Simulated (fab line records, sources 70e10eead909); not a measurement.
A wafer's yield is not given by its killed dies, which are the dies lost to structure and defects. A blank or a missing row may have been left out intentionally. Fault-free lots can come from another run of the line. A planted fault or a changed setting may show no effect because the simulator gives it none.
Chamber matching / flow nandHarc / NHARC_P_CONTACT_ETCH_35 on rieDiel-12: 4 sister chambers
The step etches the open film in CF4, target depth 39 nm, time 65 s. 18 wafers are shown with their chamber, then 9 later ones without.

## EACH WAFER AND ITS CHAMBER
wafer=L483.1; chamber=3; rfVppV (V)=149.8; oesProductAu (a.u.)=1.012; throttleValvePct (%)=13.287
wafer=L483.4; chamber=2; rfVppV (V)=151.8; oesProductAu (a.u.)=0.997; throttleValvePct (%)=13.272
wafer=L483.6; chamber=1; rfVppV (V)=151.3; oesProductAu (a.u.)=1.015; throttleValvePct (%)=13.279
wafer=L482.1; chamber=0; rfVppV (V)=149.4; oesProductAu (a.u.)=1.000; throttleValvePct (%)=13.291
wafer=L482.2; chamber=2; rfVppV (V)=152.9; oesProductAu (a.u.)=0.987; throttleValvePct (%)=13.287
wafer=L482.4; chamber=3; rfVppV (V)=148.2; oesProductAu (a.u.)=1.020; throttleValvePct (%)=13.286
wafer=L484.1; chamber=0; rfVppV (V)=149.3; oesProductAu (a.u.)=1.011; throttleValvePct (%)=13.280
wafer=L484.4; chamber=3; rfVppV (V)=149.7; oesProductAu (a.u.)=1.015; throttleValvePct (%)=13.281
wafer=L484.6; chamber=3; rfVppV (V)=149.4; oesProductAu (a.u.)=1.027; throttleValvePct (%)=13.285
wafer=L489.1; chamber=2; rfVppV (V)=153.2; oesProductAu (a.u.)=1.022; throttleValvePct (%)=13.282
wafer=L489.4; chamber=3; rfVppV (V)=149.8; oesProductAu (a.u.)=1.012; throttleValvePct (%)=13.283
wafer=L489.5; chamber=1; rfVppV (V)=149.6; oesProductAu (a.u.)=1.008; throttleValvePct (%)=13.286
wafer=L491.3; chamber=2; rfVppV (V)=152.4; oesProductAu (a.u.)=1.002; throttleValvePct (%)=13.298
wafer=L491.4; chamber=1; rfVppV (V)=150.7; oesProductAu (a.u.)=1.022; throttleValvePct (%)=13.281
wafer=L491.5; chamber=1; rfVppV (V)=150.7; oesProductAu (a.u.)=1.020; throttleValvePct (%)=13.272
wafer=L494.2; chamber=0; rfVppV (V)=150.9; oesProductAu (a.u.)=1.014; throttleValvePct (%)=13.280
wafer=L494.5; chamber=0; rfVppV (V)=150.3; oesProductAu (a.u.)=1.011; throttleValvePct (%)=13.295
wafer=L494.6; chamber=3; rfVppV (V)=149.9; oesProductAu (a.u.)=1.013; throttleValvePct (%)=13.283

SIGNATURES (means of the wafers above)
reading=rfVppV; chamber 0=149.975; chamber 1=150.575; chamber 2=152.575; chamber 3=149.467; scatter within a chamber=0.679
reading=oesProductAu; chamber 0=1.00900; chamber 1=1.01625; chamber 2=1.00200; chamber 3=1.01650; scatter within a chamber=0.00869
reading=throttleValvePct; chamber 0=13.28650; chamber 1=13.27950; chamber 2=13.28475; chamber 3=13.28417; scatter within a chamber=0.00683
Rule: for a wafer and a chamber, the distance is found by dividing, reading by reading, the gap between the wafer's reading and the chamber's mean by the reading's scatter, squaring, summing and taking the root. If the next closest chamber is less than 2 further off than the closest, the wafer can't be placed; otherwise it belongs to the closest. The scatter is the square root of a quotient: the sum, over the shown wafers, of each reading's squared deviation from its chamber's mean, divided by wafers minus chambers.

## WAFERS MISSING THEIR CHAMBER
wafer=L501.3; rfVppV (V)=151.6; oesProductAu (a.u.)=1.010; throttleValvePct (%)=13.286
wafer=L501.5; rfVppV (V)=152.1; oesProductAu (a.u.)=1.013; throttleValvePct (%)=13.288
wafer=L501.6; rfVppV (V)=151.6; oesProductAu (a.u.)=1.014; throttleValvePct (%)=13.285
wafer=L504.3; rfVppV (V)=151.1; oesProductAu (a.u.)=1.000; throttleValvePct (%)=13.288
wafer=L504.4; rfVppV (V)=150.0; oesProductAu (a.u.)=1.019; throttleValvePct (%)=13.278
wafer=L504.5; rfVppV (V)=148.2; oesProductAu (a.u.)=0.999; throttleValvePct (%)=13.276
wafer=L505.3; rfVppV (V)=150.7; oesProductAu (a.u.)=1.004; throttleValvePct (%)=13.297
wafer=L505.5; rfVppV (V)=149.4; oesProductAu (a.u.)=1.016; throttleValvePct (%)=13.299
wafer=L505.6; rfVppV (V)=151.8; oesProductAu (a.u.)=1.010; throttleValvePct (%)=13.283

## WHICH CHAMBER EACH ONE RAN IN
wafer=L501.3; from the rows above=can't be placed: 2 or 1 or 0 or 3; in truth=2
wafer=L501.5; from the rows above=can't be placed: 2 or 1 or 0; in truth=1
wafer=L501.6; from the rows above=can't be placed: 1 or 2 or 0 or 3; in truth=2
wafer=L504.3; from the rows above=can't be placed: 0 or 2 or 1 or 3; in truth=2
wafer=L504.4; from the rows above=can't be placed: 1 or 3 or 0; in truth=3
wafer=L504.5; from the rows above=can't be placed: 3 or 0 or 1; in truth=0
wafer=L505.3; from the rows above=can't be placed: 0 or 1 or 3 or 2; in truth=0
wafer=L505.5; from the rows above=can't be placed: 0 or 3 or 1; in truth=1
wafer=L505.6; from the rows above=can't be placed: 2 or 1 or 0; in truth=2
Placed correctly: 0 of 9. Unplaceable from these rows: 9, with the true chamber sitting among the candidates in 9. Wrongly placed: 0.
